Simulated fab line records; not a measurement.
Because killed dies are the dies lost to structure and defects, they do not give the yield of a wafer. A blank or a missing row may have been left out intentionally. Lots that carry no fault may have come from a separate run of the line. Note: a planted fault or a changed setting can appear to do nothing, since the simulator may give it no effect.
Split-lot study ; flow n5Finfet ; route with 1938 steps; 7 lots, 21 wafers read

== ON THE SPLIT ==
At N5_BEOL_M14_COAT_04 (resist thk 800 nm), the setting spinRpm was moved away from the recipe's 1704 rpm on 4 of the 21 wafers read, by -9.9% to +7.1%. For the rest of the wafers, this setting stayed at what the recipe calls for.

The split's own step is where the reading is taken.

== THE READING ==
coat_of_BEOL_M14_COAT_04.thkNm (the simulator's own value, which no gauge read), in nm, at N5_BEOL_M14_COAT_04 (resist thk 800 nm). There is no usual value for it anywhere in the file. Across the 17 wafers here that went through the recipe, the average is 800.4 nm and the standard deviation 1.7 nm.

wafer;tool, chamber at the split;spinRpm as run, rpm;against the recipe;coat_of_BEOL_M14_COAT_04.thkNm, nm;against lot-mates on the recipe
L076.3;lithoTrack-02, 0;1704;recipe;801.2;-
L076.6;lithoTrack-02, 0;1704;recipe;801.2;-
L076.4;lithoTrack-02, 0;1704;recipe;800;-
L079.1;lithoTrack-02, 0;1704;recipe;803.2;-
L079.2;lithoTrack-02, 0;1704;recipe;804.2;-
L079.5;lithoTrack-02, 0;1704;recipe;800.8;-
L078.1;lithoTrack-02, 0;1656;-2.8%;816.2;+15.6
L078.2;lithoTrack-02, 0;1704;recipe;800.8;-
L078.5;lithoTrack-02, 0;1704;recipe;800.4;-
L081.1;lithoTrack-02, 0;1825;+7.1%;774.4;-25.8
L081.2;lithoTrack-02, 0;1704;recipe;802;-
L081.4;lithoTrack-02, 0;1704;recipe;798.4;-
L084.2;lithoTrack-04, 0;1704;recipe;799.4;-
L084.3;lithoTrack-04, 0;1704;recipe;799;-
L084.5;lithoTrack-04, 0;1704;recipe;797.6;-
L082.2;lithoTrack-04, 0;1704;recipe;799;-
L082.3;lithoTrack-04, 0;1704;recipe;799.6;-
L082.5;lithoTrack-04, 0;1769;+3.8%;782.6;-16.7
L095.2;lithoTrack-04, 0;1704;recipe;798.6;-
L095.3;lithoTrack-04, 0;1535;-9.9%;841;+41.4
L095.5;lithoTrack-04, 0;1704;recipe;800.6;-

FIT RESULTS
A straight line over all 21 wafers: coat_of_BEOL_M14_COAT_04.thkNm changes by -4.08 nm for each +1% of spinRpm; r = -0.99; the points scatter about the line by 2 nm.
The same after taking each lot's own level away (the mean of its wafers on the recipe; 21 wafers): -4.09 nm for each +1%; r = -0.99; scatter 1.5 nm.
On that fit, the largest move of spinRpm shifts the reading by 41 nm.
Measured against the standard deviation above, the lots' own levels, which go from 798.67 to 802.73 nm, span 2.4 times it.
The two slopes are in agreement: the lot-to-lot level therefore moves the slope only a little.
Check: for one of the wafers moved furthest among these (-9.9%), held out of the fit, the line's prediction against its lot-mates is +40.2 nm. It came out at +41.4 nm against them.

== FURTHER SPLITS ON THESE WAFERS ==
Other splits were also applied to these wafers ahead of the reading. Each is held against what the fit with the lots' levels taken away leaves over:
other split on the same wafers;wafers away from the commonest value;r with coat_of_BEOL_M14_COAT_04.thkNm (lot level and that fit taken away)
N5_BEOL_M12_ILD_DEP_00 timeS;6;+0.17
N5_BEOL_M13_ILD_DEP_00 timeS;8;+0.06
N5_BEOL_M13_COAT_58 spinRpm;10;+0.22

== FILE'S OWN FIT ==
coat_of_BEOL_M14_COAT_04.thkNm changes by -4.1 nm for each +1% of spinRpm, r = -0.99.
